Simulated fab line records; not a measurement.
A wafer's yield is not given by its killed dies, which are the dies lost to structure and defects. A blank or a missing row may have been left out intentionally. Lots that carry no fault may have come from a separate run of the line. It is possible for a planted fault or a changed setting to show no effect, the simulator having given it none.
fab line records	flow n5Finfet
record: lots: 4	wafers: 12	lastDay: 17
route steps=1938 shown PMOS_HMC_CHANNEL_EPI@84 FIN_SAQP@90 STI_FIN_REVEAL@196 BEOL_M4@1111
lots untouched by any fault: they come from a run of this same line in which no faults occurred
startH: start of the lot's first displayed wafer, in hours after the record's first day	waitH: time in hours since the lot's previous step	" repeats the value in the row above	L1.1+2: several wafers, shown together as one row	- no value, or no start was given	* or withheld: withheld	< > ~ a bound
route shown NAME@n: NAME is a module with steps in the file, n the number in the route of the first one	usual: mean/standard deviation taken from wafers without a fault	same: alike in all rows	chamber/n: place in a boat	sites: the reading at each site	_std_site: standard deviation of those values	_edge_site: inner sites' mean taken away from outer sites' mean	radiusMm: for every site, how far away it sits from the centre of the wafer	mask NAME#n: copy n	behind: the tool/chamber that last shaped the wafer	hold: why the lot was held/for how many hours/how that ended	device: the n, p or np transistor that did not switch	end of line: tests run on the same wafers once the route is complete	for a step that has no rows: nothing shown but its recipe	killed: dies that structure and defects cost at the first sort, which is not the same as the wafer's yield	map: a wafer's dies, x killed, . not, _ none there
set.NAME: the setting as run; set.NAME@STEP: as run at that earlier step	model.NAME: the simulator's own value behind a step, which no gauge read
a table for each step, a row for each wafer; lots at some steps of the route
services: from which hour (startH, from the record's first day; less than 0 if before it) a tool's chamber was out of use, for how many hours, and why
== steps ==
step: N5_PMOS_HMC_CHANNEL_EPI_PRECLEAN_37
recipe: chemistry: O3/DIW	timeS: 45	tempC: 22	o3Ppm: 10
step: N5_PMOS_HMC_CHANNEL_EPI_PRECLEAN_24
recipe: chemistry: DHF	timeS: 30	tempC: 25	dilution: withheld
step: N5_PMOS_HMC_CHANNEL_EPI_SRD_25
recipe: dry: ipaMarangoni	doPpb: 5	timeS: 30	tempC: 23	rinseLiquid: diw
step: N5_PMOS_HMC_CHANNEL_EPI_EPI_26
recipe: material: Si	targetThkA: 38	tempC: 650	precursor: SiH4/H2	pressureTorr: 20	timeS: 22.7
step: N5_FIN_SAQP_PRECLEAN_42
recipe: chemistry: O3/DIW	timeS: 60	tempC: 22	o3Ppm: 10
step: N5_FIN_SAQP_PRECLEAN_00
recipe: chemistry: SC1	timeS: 60	tempC: 55	mix: 1:2:50
step: N5_FIN_SAQP_PRECLEAN_44
recipe: chemistry: SC2	timeS: 45	tempC: 35	mix: 1:1:50
step: N5_FIN_SAQP_SRD_01
recipe: dry: ipaMarangoni	timeS: 30	tempC: 23	rinseLiquid: diw
step: N5_FIN_SAQP_ALD_61
recipe: material: SiO2	targetThkA: 40	tempC: 300	aldPrecursorFamily: BDEAS	aldCoReactant: O2-plasma	pulseTimeS: 1	purgeTimeS: 2	coReactantPurgeTimeS: 2	aldCycles: 43	pressureTorr: 2
step: N5_FIN_SAQP_DENSIFY_62
recipe: tempC: 700	timeS: 60	ambient: N2	idleTempC: 600	rampUpCPerS: 150	rampDownCPerS: 60	coolToC: 600
step: N5_FIN_SAQP_HM_DEP_03
recipe: material: SiNx	targetThkA: 380	tempC: 400	precursor: SiH4/NH3/N2	pressureTorr: 1.5	rfW: 300	timeS: 33.6
usual: heaterPowerW: 775/78	showerheadPlenumPTorr: 5.19/0.035	throttleValvePct: 38.6/1.8
lot.wafer	tool	chamber	startH	waitH	heaterPowerW	showerheadPlenumPTorr	throttleValvePct	model.SiNx_of_FIN_SAQP_HM_DEP_03.thkNm
L152.2	pecvd-04	0	51.12	0.2	853	5.23	38.7	37.83
L152.3	"	2	"	"	666	5.18	41.1	37.7
L152.5	"	0	"	"	825	5.24	38.2	38.39
L161.1	pecvd-04	0	104.61	0.3	831	5.24	38.6	62.35
L161.3	"	2	"	"	660	5.17	41.0	37.5
L161.4	"	1	"	"	875	5.15	35.8	37.98
L162.2	pecvd-04	0	111.45	0.2	732	5.23	38.5	62.17
L162.3	"	1	"	"	854	5.15	35.5	37.5
L162.5	"	0	"	"	775	5.24	38.9	63.25
L170.1	pecvd-03	1	158.40	0.2	784	5.23	39.1	38.05
L170.2	"	0	"	"	818	5.24	37.8	37.81
L170.5	"	0	"	"	801	5.25	37.9	38.34
step: N5_FIN_SAQP_THK_MEAS_05
usual: thkNm: 38.0/0.44
lot.wafer	tool	chamber	startH	waitH	thkNm
L152.2	filmMetro-01	-	51.21	0.1	37.9
L152.3	"	-	"	"	37.8
L152.5	"	-	"	"	38.3
L161.1	filmMetro-02	-	104.70	0.1	62.4
L161.3	"	-	"	"	37.5
L161.4	"	-	"	"	38.0
L162.2	filmMetro-02	-	111.54	0.1	62.2
L162.3	"	-	"	"	37.5
L162.5	"	-	"	"	63.3
L170.1	filmMetro-01	-	158.49	0.1	38.0
L170.2	"	-	"	"	37.8
L170.5	"	-	"	"	38.4
step: N5_FIN_SAQP_PECVD_47
recipe: material: a-Si	targetThkA: 450	tempC: 400	precursor: SiH4/He	pressureTorr: 3	rfW: 100	timeS: 36.3
step: N5_FIN_SAQP_PECVD_48
recipe: material: SiNx	targetThkA: 250	tempC: 400	precursor: SiH4/NH3/N2	pressureTorr: 1.5	rfW: 300	timeS: 22.1
step: N5_FIN_SAQP_PECVD_06
recipe: material: a-Si	targetThkA: 600	tempC: 400	precursor: SiH4/He	pressureTorr: 3	rfW: 100	timeS: 48.1
step: N5_FIN_SAQP_HM_DEP_72
recipe: material: SiO2	targetThkA: 120	tempC: 400	precursor: SiH4/N2O	pressureTorr: 0.75	rfW: 275	timeS: 7.2
step: N5_FIN_SAQP_COAT_49
recipe: resist: SOC	tempC: 250	timeS: 60	spinRpm: 1500	resistThkNm: 100
step: N5_FIN_SAQP_COAT_50
recipe: resist: SiARC	tempC: 220	timeS: 60	spinRpm: 1500	resistThkNm: 35
step: N5_FIN_SAQP_COAT_10
recipe: resist: CAR-ArF	spinRpm: 1500	resistThkNm: 90
step: N5_FIN_SAQP_EBR_12
recipe: solvent: PGMEA	ebrWidthMm: 1.5
step: N5_FIN_SAQP_SOFTBAKE_11
recipe: tempC: 110	timeS: 60	resist: CAR-ArF
step: N5_FIN_SAQP_EXPOSE_13
recipe: maskId: FIN_CORE	na: 1.35	sourceShape: dipole	sigmaInner: 0.538	sigmaOuter: 0.738	polarization: te	targetCdNm: 35.6	doseMj: 63.25
step: N5_FIN_SAQP_PEB_14
recipe: pebTempC: withheld	pebTimeS: 60	resist: CAR-ArF
step: N5_FIN_SAQP_DEVELOP_15
recipe: developTimeS: 30	developer: TMAH	resist: CAR-ArF	devTempC: 23	rinseLiquid: diw	dry: airSpin
step: N5_FIN_SAQP_DESCUM_21
recipe: chemistry: O2	timeS: 7.9	sourcePowerW: 50	biasPowerW: 20	pressureMtorr: 20	rfFrequencyHz: 2.712e+07	tempC: 40	resist: CAR-ArF	o2FlowSccm: 225
step: N5_FIN_SAQP_ETCH_51
recipe: chemistry: CF4	target: SiARC	targetDepthA: 455	maskMaterial: CAR-ArF	timeS: 75.8	ionEnergyEv: 80	pressureMtorr: 40	sourceW: 545	biasW: 36	Ar_flow_sccm: 100	cf4FlowSccm: 100	ends: cleared
step: N5_FIN_SAQP_ETCH_52
recipe: chemistry: N2/H2	target: SOC	targetDepthA: 1000	overetchA: 200	maskMaterial: SiARC	tempC: 40	timeS: 150	ionEnergyEv: 200	pressureMtorr: 30	sourceW: 840	biasW: 150	n2FlowSccm: 200	h2FlowSccm: 200	ends: endPoint
step: N5_FIN_SAQP_STRIP_53
recipe: chemistry: N2/H2	tempC: 40	n2FlowSccm: 200	h2FlowSccm: 200	rfFrequencyHz: 6e+07
step: N5_FIN_SAQP_HM_OPEN_73
recipe: chemistry: CHF3/O2	target: SiO2	stopOn: a-Si	targetDepthA: 120	overEtchFrac: 1.8	maskMaterial: SOC	timeS: 16.8	pressureMtorr: 30	sourceW: 650	biasW: 170	Ar_flow_sccm: 200	CHF3_flow_sccm: 50	O2_flow_sccm: 5	ionEnergyEv: 200	ends: endPoint
step: N5_FIN_SAQP_STRIP_74
recipe: chemistry: CHF3/O2	resist: SiARC	rfFrequencyHz: 6e+07
step: N5_FIN_SAQP_MANDREL_ETCH_22
recipe: targetDepthA: 600	chemistry: HBr/Cl2	target: a-Si	stopOn: SiNx	btTimeS: 10	overEtchFrac: 0.5	timeS: 30	pressureMtorr: 10	icpW: 800	biasW: 75	HBr_flow_sccm: 150	Cl2_flow_sccm: 80	ends: endPoint
step: N5_FIN_SAQP_STRIP_55
recipe: chemistry: N2/H2	powerW: 500	tempC: 40	pressureMtorr: 50	rfFrequencyHz: 6e+07	overashFraction: 0.3	biasPowerW: 28	h2Frac: 0.5	n2FlowSccm: 300	h2FlowSccm: 300
step: N5_FIN_SAQP_STRIP_23
recipe: chemistry: SPM	timeS: 750	tempC: 130	h2so4H2o2VolRatio: 4
step: N5_FIN_SAQP_SRD_66
recipe: dry: ipaMarangoni	timeS: 30	tempC: 23	rinseLiquid: diw
step: N5_FIN_SAQP_RECESS_75
recipe: chemistry: HF/NH3	target: SiO2	targetDepthA: 144	afsCycles: 3	tempC: 30	sublimationTempC: 180	sublimationTimeS: 60
step: N5_FIN_SAQP_SPACER1_ALD_24
recipe: material: SiO2	targetThkA: 203	tempC: 300	aldPrecursorFamily: BDEAS	aldCoReactant: O2-plasma	pulseTimeS: 1	purgeTimeS: 2	coReactantPurgeTimeS: 2	aldCycles: 218	pressureTorr: 2
step: N5_FIN_SAQP_HM_OPEN_33
recipe: chemistry: CH3F/O2	target: SiNx	maskMaterial: SiO2	targetDepthA: 494	timeS: 70.6	pressureMtorr: 30	sourceW: 395	biasW: 73	Ar_flow_sccm: 150	CH3F_flow_sccm: 30	O2_flow_sccm: 20	ionEnergyEv: 120	ends: cleared
usual: drypumpMotorCurrentA: 5.8/0.41	etchRfOnTimeS: 69.1/1.2	mfcArSccm: 150.1/0.43	oesProductAu: 0.68/0.085	rfVppV: 298.5/2.9	showerheadPlenumPTorr: 2.02/0.073	throttleValvePct: 16.23/0.24
lot.wafer	tool	chamber	startH	waitH	drypumpMotorCurrentA	etchRfOnTimeS	mfcArSccm	oesProductAu	rfHoursCounterH	rfVppV	showerheadPlenumPTorr	throttleValvePct	model.etch.depthNm	model.FIN_SAQP.cdNm
L152.2	rieDiel-06	3	57.03	0.0	6.6	68.0	150.1	0.62	183	295.3	1.90	16.00	37.19	8.2
L152.3	"	2	"	"	5.6	67.4	149.4	0.70	106	296.0	1.93	16.29	37.05	8.2
L152.5	"	2	"	"	5.6	68.9	149.4	0.69	-	295.3	1.93	16.28	37.74	8.4
L161.1	rieDiel-05	0	109.88	0.1	5.1	116.5	150.1	0.59	250	292.6	1.89	16.72	61.7	7.8
L161.3	"	3	"	"	5.9	68.9	149.6	0.58	214	300.0	1.98	16.49	36.85	8.2
L161.4	"	0	"	"	5.1	70.5	150.3	0.60	-	291.4	1.89	16.70	37.31	8.2
L162.2	rieDiel-05	2	116.74	0.0	5.8	114.5	150.3	0.86	0	295.8	2.04	15.66	61.5	7.6
L162.3	"	1	"	"	5.7	67.5	150.6	0.67	112	302.4	2.10	16.10	36.85	8.2
L162.5	"	1	"	"	5.7	114.2	150.5	0.66	-	301.7	2.10	16.11	62.58	7.6
L170.1	rieDiel-04	0	163.73	0.1	5.4	69.0	149.8	0.74	48	303.7	2.04	16.22	37.42	8
L170.2	"	2	"	"	5.9	67.9	150.1	0.70	88	301.0	2.02	16.47	37.16	8.2
L170.5	"	3	"	"	5.6	67.7	149.8	0.84	-	298.9	2.05	15.94	37.69	8
step: N5_FIN_SAQP_FIN_ETCH_36
recipe: chemistry: HBr/Cl2/O2	targetDepthA: 1200	maskMaterial: SiNx	timeS: 50.4	biasW: 102	pressureMtorr: 10	icpW: 800	HBr_flow_sccm: 150	Cl2_flow_sccm: 80	O2_flow_sccm: 12
usual: drypumpMotorCurrentA: 5.8/0.6	oesProductAu: 0.998/0.016	throttleValvePct: 35.94/0.18
same: timeS: 50.4
lot.wafer	tool	chamber	startH	waitH	drypumpMotorCurrentA	oesProductAu	rfHoursCounterH	throttleValvePct	model.FIN_SAQP.cdNm
L152.2	rieSi-05	0	57.31	0.0	5.0	1.035	116	35.98	8.2
L152.3	"	3	"	"	6.4	1.011	107	35.81	8.2
L152.5	"	1	"	"	6.1	0.994	-	36.13	8.2
L161.1	rieSi-05	0	110.16	0.0	5.0	1.034	117	35.99	7.8
L161.3	"	3	"	"	6.4	1.006	108	35.82	8.2
L161.4	"	1	"	"	6.1	1.006	114	36.11	8.2
L162.2	rieSi-06	0	117.03	0.0	6.0	0.987	155	36.24	7.6
L162.3	"	1	"	"	6.7	0.985	23	35.65	8
L162.5	"	3	"	"	5.9	1.000	-	35.88	7.6
L170.1	rieSi-05	2	164.02	0.0	5.7	0.993	3	36.00	8
L170.2	"	0	"	"	5.0	1.042	117	35.97	8.4
L170.5	"	2	"	"	5.7	0.986	-	36.00	8
step: N5_STI_FIN_REVEAL_RECESS_09
recipe: chemistry: HF/NH3	target: SiO2	afsCycles: 11	targetDepthA: 425	tempC: 30	sublimationTempC: 180	sublimationTimeS: 60
usual: drypumpMotorCurrentA: 5.7/0.54
same: afsCycles: 11
lot.wafer	tool	chamber	startH	waitH	drypumpMotorCurrentA	model.SiNx_of_FIN_SAQP_HM_DEP_03.thkNm
L152.2	vaporEtch-02	0	65.21	0.0	6.6	17.8
L152.3	"	0	"	"	6.6	17.8
L152.5	"	0	"	"	6.6	18.6
L161.1	vaporEtch-02	1	117.80	0.0	5.8	42.4
L161.3	"	1	"	"	5.8	17.6
L161.4	"	0	"	"	6.6	18
L162.2	vaporEtch-01	0	124.99	0.0	5.2	42.4
L162.3	"	1	"	"	5.4	17.8
L162.5	"	1	"	"	5.4	43.4
L170.1	vaporEtch-01	0	171.67	0.0	5.2	18.2
L170.2	"	1	"	"	5.4	17.8
L170.5	"	0	172.73	1.1	5.1	18.4
step: N5_BEOL_M4_RC_MEAS_101
usual: DIBL_N: 36.3/1.4	DIBL_P: 36.2/1.5	IOFF_N: 0.160/0.021	IOFF_P: 0.211/0.027	ION_N: 676/7.7	ION_P: 463/5.5	SS_N: 71.4/0.57	SS_P: 73.3/0.58	VT_N: 249.3/2.5	VT_P: -250.1/2.6
lot.wafer	tool	chamber	startH	waitH	DIBL_N[mV/V]	DIBL_P[mV/V]	IOFF_N[nA/um]	IOFF_P[nA/um]	ION_N[uA/um]	ION_P[uA/um]	SS_N[mV/dec]	SS_P[mV/dec]	VT_N[mV]	VT_P[mV]
L152.2	prober-02	0	192.88	0.2	37.1	37.7	0.172	0.192	692	455	72.7	74.0	250.4	-252.0
L152.3	"	0	"	"	36.5	37.5	0.165	0.189	683	464	71.8	73.8	252.0	-253.6
L152.5	"	0	"	"	37.3	37.5	0.169	0.193	690	463	71.8	73.3	252.2	-252.7
L161.1	prober-01	0	249.80	0.0	32.7	31.2	0.113	0.166	653	457	70.5	72.2	253.7	-250.8
L161.3	"	0	"	"	36.9	36.7	0.200	0.249	691	475	71.4	74.5	244.5	-247.0
L161.4	"	0	"	"	37.2	36.1	0.185	0.243	686	470	72.3	74.2	243.0	-244.7
L162.2	prober-02	0	260.93	0.2	35.4	33.1	0.118	0.189	659	464	71.4	72.3	252.9	-251.3
L162.3	"	0	"	"	39.0	37.5	0.184	0.272	672	468	72.5	73.5	247.7	-243.9
L162.5	"	0	"	"	34.2	31.9	0.105	0.176	648	454	70.9	72.8	255.7	-251.6
L170.1	prober-01	0	313.17	0.0	35.4	35.1	0.131	0.199	674	464	71.6	72.8	253.6	-252.5
L170.2	"	0	"	"	39.0	38.7	0.198	0.253	678	463	72.7	73.9	248.9	-249.4
L170.5	"	0	"	"	35.8	35.4	0.136	0.192	668	455	72.0	72.1	253.2	-252.4
== services ==
tool	chamber	startH	hours	kind
pecvd-04	2	28.07	5.5	scheduledDown
pecvd-04	1	70.90	2.1	scheduledDown
pecvd-04	2	74.98	3.1	repair
rieDiel-04	1	104.02	9.3	repair
rieDiel-05	2	104.20	-	clean
rieDiel-05	2	104.20	-	consumableReplace:focusRing
rieDiel-05	2	104.20	12.5	scheduledDown
rieDiel-05	2	104.20	12.5	ventCycle
pecvd-03	1	113.58	5.5	scheduledDown
vaporEtch-01	-	115.78	0.2	repair
rieDiel-05	0	116.69	-	clean
rieDiel-05	0	116.69	-	consumableReplace:focusRing
rieDiel-05	0	116.69	-	consumableReplace:showerhead
rieDiel-05	0	116.69	19.2	scheduledDown
rieDiel-05	0	116.69	19.2	ventCycle
pecvd-04	-	121.24	0.4	repair
rieDiel-05	2	132.80	6.0	repair
rieDiel-04	3	137.04	-	clean
rieDiel-04	3	137.04	-	consumableReplace:focusRing
rieDiel-04	3	137.04	17.2	scheduledDown
rieDiel-04	3	137.04	17.2	ventCycle
vaporEtch-01	-	143.38	0.4	repair
== key ==
firstSign: step: N5_FIN_SAQP_THK_MEAS_05	reading: thkNm	direction: up	sigmas: 56	usual: *	struck: *
effect: step: N5_FIN_SAQP_HM_OPEN_33	reading: etchRfOnTimeS	direction: up	sigmas: 38	usual: *	struck: *
effect: step: N5_BEOL_M4_RC_MEAS_101	reading: ION_N	direction: down	sigmas: 3	usual: 676	struck: 653
effect: step: N5_BEOL_M4_RC_MEAS_101	reading: DIBL_P	direction: down	sigmas: 2.8	usual: 36.2	struck: 32.1
effect: step: N5_BEOL_M4_RC_MEAS_101	reading: IOFF_N	direction: down	sigmas: 2.2	usual: 0.160	struck: 0.112
modelEffect: step: N5_FIN_SAQP_HM_DEP_03	value: SiNx_of_FIN_SAQP_HM_DEP_03.thkNm	without: 37.54	struck: 62.59
modelEffect: step: N5_FIN_SAQP_HM_OPEN_33	value: etch.depthNm	without: 36.88	struck: 61.92
modelEffect: step: N5_FIN_SAQP_FIN_ETCH_36	value: FIN_SAQP.cdNm	without: 8.067	struck: 7.667
modelEffect: step: N5_STI_FIN_REVEAL_RECESS_09	value: SiNx_of_FIN_SAQP_HM_DEP_03.thkNm	without: 17.67	struck: 42.73
metAt N5_FIN_SAQP_HM_DEP_03
struckWafers L161.1,L162.2,L162.5
onsetBetween 51.12 104.61
fault: kind: processParameterDrift	tool: pecvd-04	chamber: 0	onsetH: 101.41	steps: N5_FIN_SAQP_HM_DEP_03	channel: timeS	offset: *	shape: step	endH: 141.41	actsIn: *	stated: *
